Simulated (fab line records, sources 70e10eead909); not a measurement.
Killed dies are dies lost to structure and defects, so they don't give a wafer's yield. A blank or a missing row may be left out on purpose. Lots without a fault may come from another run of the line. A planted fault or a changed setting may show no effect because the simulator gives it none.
Which tool did it? | flow nand_harc | 13 lots, 39 wafers sampled, at 5 steps of a route of 1302

WHAT THE GAUGES READ, wafer by wafer
NHARC_P_ZERO_WELL_CD_MEAS_52: target cd 2000 nm.
lot  | measured     | on        | cd_nm (nm)
L173 | day 2 01:37  | cd_sem-02 | 1998.8 2000.5 2002.3
L174 | day 2 11:29  | cd_sem-03 | 2004.4 2003.4 2003.7
L175 | day 2 21:52  | cd_sem-01 | 2002.3 1998.4 1999.2
L176 | day 3 07:49  | cd_sem-03 | 2003.8 1999.5 2002.7
L177 | day 3 17:51  | cd_sem-02 | 2002.0 1999.6 2001.8
L181 | day 5 09:58  | cd_sem-03 | 2003.2 2002.3 2004.5
L182 | day 5 19:47  | cd_sem-03 | 1998.8 2000.4 2000.9
L183 | day 6 05:49  | cd_sem-01 | 2002.9 1999.9 2001.4
L184 | day 6 16:11  | cd_sem-01 | 2002.9 2004.4 1999.4
L186 | day 7 12:54  | cd_sem-03 | 2001.7 1998.1 1996.5
L187 | day 7 21:52  | cd_sem-03 | 2003.3 2004.3 2001.2
L191 | day 9 13:54  | cd_sem-02 | 2003.1 2005.1 2008.8
L196 | day 11 15:52 | cd_sem-03 | 2004.2 2007.7 2002.5

NHARC_END_SORT_01.
lot  | measured     | on        | killed_at_array | killed_at_other | killed_at_periphery | killed_dies | killed_open | killed_short
L173 | day 25 01:17 | prober-02 | 14 21 25        | 2 1 1           | 3 10 8              | 19 32 34    | 3 1 2       | 0 2 2
L174 | day 24 16:21 | prober-02 | 56 53 52        | 0 0 0           | 2 4 4               | 58 57 56    | 2 6 5       | 3 2 0
L175 | day 25 01:41 | prober-01 | 61 41 43        | 0 0 1           | 0 2 4               | 61 43 48    | 3 2 3       | 1 3 3
L176 | day 27 09:43 | prober-01 | 21 23 31        | 1 0 0           | 3 3 2               | 25 26 33    | 1 2 3       | 1 6 0
L177 | day 26 22:45 | prober-02 | 85 85 87        | 2 4 2           | 2 1 0               | 89 90 89    | 1 1 3       | 1 4 4
L181 | day 27 18:29 | prober-01 | 86 101 76       | 0 0 1           | 4 2 3               | 90 103 80   | 3 3 2       | 4 3 3
L182 | day 28 11:56 | prober-02 | 55 49 55        | 0 0 0           | 1 1 2               | 56 50 57    | 5 3 6       | 2 3 3
L183 | day 29 02:26 | prober-01 | 46 37 42        | 0 0 0           | 5 4 5               | 51 41 47    | 3 1 5       | 1 2 2
L184 | day 29 21:07 | prober-02 | 41 34 39        | 0 2 0           | 4 2 2               | 45 38 41    | 5 3 1       | 3 5 1
L186 | day 30 09:29 | prober-01 | 58 53 56        | 2 0 1           | 5 13 6              | 65 66 63    | 1 5 6       | 1 1 5
L187 | day 30 09:28 | prober-02 | 58 55 62        | 2 2 0           | 2 3 3               | 62 60 65    | 3 3 5       | 6 3 9
L191 | day 31 12:10 | prober-02 | 55 65 60        | 0 2 0           | 2 2 4               | 57 69 64    | 4 6 6       | 0 2 4
L196 | day 34 04:04 | prober-02 | 35 51 41        | 2 1 0           | 1 5 1               | 38 57 42    | 5 6 2       | 5 4 4

WHICH TOOL RAN EACH LOT (tool, then ch and the chambers of the sampled wafers, then the start)
lot  | NHARC_P_ZERO_WELL_DESCUM_13        | NHARC_P_ZERO_WELL_IMPLANT_27    | NHARC_P_STI_CMP_21
L173 | rie_diel-03 ch 0,3, day 1 21:17    | implanter-02 ch 0, day 1 22:38  | cmp-04 ch 1,2,3, day 3 21:05
L174 | rie_diel-03 ch 0,1,3, day 2 07:17  | implanter-02 ch 0, day 2 08:39  | cmp-02 ch 1,2, day 4 03:15
L175 | rie_diel-13 ch 0,1,2, day 2 17:33  | implanter-02 ch 0, day 2 18:58  | cmp-02 ch 0,1,3, day 4 11:49
L176 | rie_diel-03 ch 0,2,3, day 3 03:25  | implanter-02 ch 0, day 3 04:53  | cmp-03 ch 2,3, day 4 18:54
L177 | rie_diel-01 ch 1,2, day 3 13:29    | implanter-02 ch 0, day 3 14:58  | cmp-03 ch 0,1,3, day 5 05:10
L181 | rie_diel-01 ch 0,1,3, day 5 05:17  | implanter-02 ch 0, day 5 06:59  | cmp-03 ch 0,2,3, day 7 02:55
L182 | rie_diel-13 ch 0,1,3, day 5 15:24  | implanter-02 ch 0, day 5 16:55  | cmp-04 ch 0,2, day 7 18:30
L183 | rie_diel-01 ch 0,1,3, day 6 01:25  | implanter-02 ch 0, day 6 02:57  | cmp-03 ch 1,2, day 7 23:04
L184 | rie_diel-13 ch 0,3, day 6 11:28    | implanter-01 ch 0, day 6 13:02  | cmp-03 ch 0,3, day 8 06:17
L186 | rie_diel-01 ch 0,2, day 7 07:30    | implanter-01 ch 0, day 7 09:19  | cmp-02 ch 1,2,3, day 9 00:35
L187 | rie_diel-13 ch 0,1,2, day 7 17:19  | implanter-01 ch 0, day 7 18:52  | cmp-02 ch 0,2,3, day 9 16:38
L191 | rie_diel-13 ch 0,3, day 9 09:16    | implanter-02 ch 0, day 9 10:46  | cmp-02 ch 0,1,3, day 11 01:58
L196 | rie_diel-01 ch 1,2,3, day 11 11:24 | implanter-02 ch 0, day 11 12:56 | cmp-04 ch 0,1,2, day 13 03:26
- NHARC_P_ZERO_WELL_DESCUM_13: chemistry O2, time 3 s.
- NHARC_P_ZERO_WELL_IMPLANT_27
- NHARC_P_STI_CMP_21: polishes, t overpolish 20 s, target thk 380.67 nm.

WHAT THE TOOLS THEMSELVES READ (means of the sampled wafers that have a number; where no wafer has one, the mark that the record gives instead)
NHARC_P_ZERO_WELL_DESCUM_13.
lot  | tool        | drypump_motor_current_A (A) | mfc_ar_sccm (sccm) | oes_product_au (a.u.) | rf_vpp_V (V) | showerhead_plenum_p_Torr (Torr) | throttle_valve_pct (%)
L173 | rie_diel-03 | 5.9                         | 0.002              | 0.986                 | 57.2         | 1.83                            | 11.304
L174 | rie_diel-03 | 5.7                         | 0.009              | 0.992                 | 57.7         | 1.88                            | 11.310
L175 | rie_diel-13 | 5.9                         | 0.010              | 1.004                 | 58.8         | 2.03                            | 11.314
L176 | rie_diel-03 | 5.9                         | 0.003              | 0.991                 | 57.3         | 1.84                            | 11.313
L177 | rie_diel-01 | 5.7                         | 0.007              | 0.997                 | 57.5         | 1.98                            | 11.305
L181 | rie_diel-01 | 5.9                         | 0.012              | 0.998                 | 57.3         | 1.94                            | 11.320
L182 | rie_diel-13 | 5.5                         | 0.007              | 0.994                 | 56.8         | 1.95                            | 11.300
L183 | rie_diel-01 | 6.0                         | 0.012              | 0.997                 | 57.8         | 1.94                            | 11.309
L184 | rie_diel-13 | 5.4                         | 0.000              | 1.003                 | 58.4         | 1.88                            | 11.315
L186 | rie_diel-01 | 5.9                         | 0.009              | 0.986                 | 57.9         | 1.92                            | 11.317
L187 | rie_diel-13 | 5.9                         | 0.010              | 1.008                 | 58.3         | 2.02                            | 11.313
L191 | rie_diel-13 | 5.6                         | 0.001              | 0.999                 | 58.3         | 1.94                            | 11.314
L196 | rie_diel-01 | 5.9                         | 0.003              | 0.999                 | 58.2         | 1.90                            | 11.308

NHARC_P_ZERO_WELL_IMPLANT_27.
lot  | tool         | beam_on_s (s)
L173 | implanter-02 | 10.00
L174 | implanter-02 | 9.93
L175 | implanter-02 | 9.95
L176 | implanter-02 | 9.97
L177 | implanter-02 | 10.02
L181 | implanter-02 | 10.05
L182 | implanter-02 | 9.95
L183 | implanter-02 | 10.18
L184 | implanter-01 | 10.01
L186 | implanter-01 | 10.05
L187 | implanter-01 | 10.04
L191 | implanter-02 | 9.96
L196 | implanter-02 | 9.90

NHARC_P_STI_CMP_21.
lot  | tool   | motor_current_A (A) | overpolish_run_s (s)
L173 | cmp-04 | 13.0                | 19.999
L174 | cmp-02 | 13.2                | 20.010
L175 | cmp-02 | 12.6                | 20.000
L176 | cmp-03 | 11.9                | 19.994
L177 | cmp-03 | 11.9                | 19.991
L181 | cmp-03 | 11.5                | 20.001
L182 | cmp-04 | 13.2                | 19.999
L183 | cmp-03 | 12.0                | 20.002
L184 | cmp-03 | 12.1                | 20.001
L186 | cmp-02 | 12.9                | 19.995
L187 | cmp-02 | 13.0                | 19.999
L191 | cmp-02 | 12.7                | 20.007
L196 | cmp-04 | 13.3                | 20.007

THE ANSWER, worked out from the rows above alone
Rule: what is usual is taken from the lots themselves. Put in order of their means at a reading, lots are off if they are a third of the lots or fewer, leave a main group of 4 or more, and stand apart from it by a gap of 3 or more times the standard deviation of the main group's means; of several such gaps the widest counts. A main group whose means are all the same, to the digits that the tables above print for the reading, isn't used. A lot without any number at a reading at which 4 lots or more have one is off too. The other lots that the step has rows for count as sound. The gauges are gone through in route order, then the tools' own readings, and for those a lot's mean is taken as printed above. The first step at which some lot is off is used, and at that step the reading that is off furthest; a lot without a number counts as furthest.
No lot is off at any reading shown: from this, nothing can be told.

WHAT THE SIMULATOR HAD PUT IN
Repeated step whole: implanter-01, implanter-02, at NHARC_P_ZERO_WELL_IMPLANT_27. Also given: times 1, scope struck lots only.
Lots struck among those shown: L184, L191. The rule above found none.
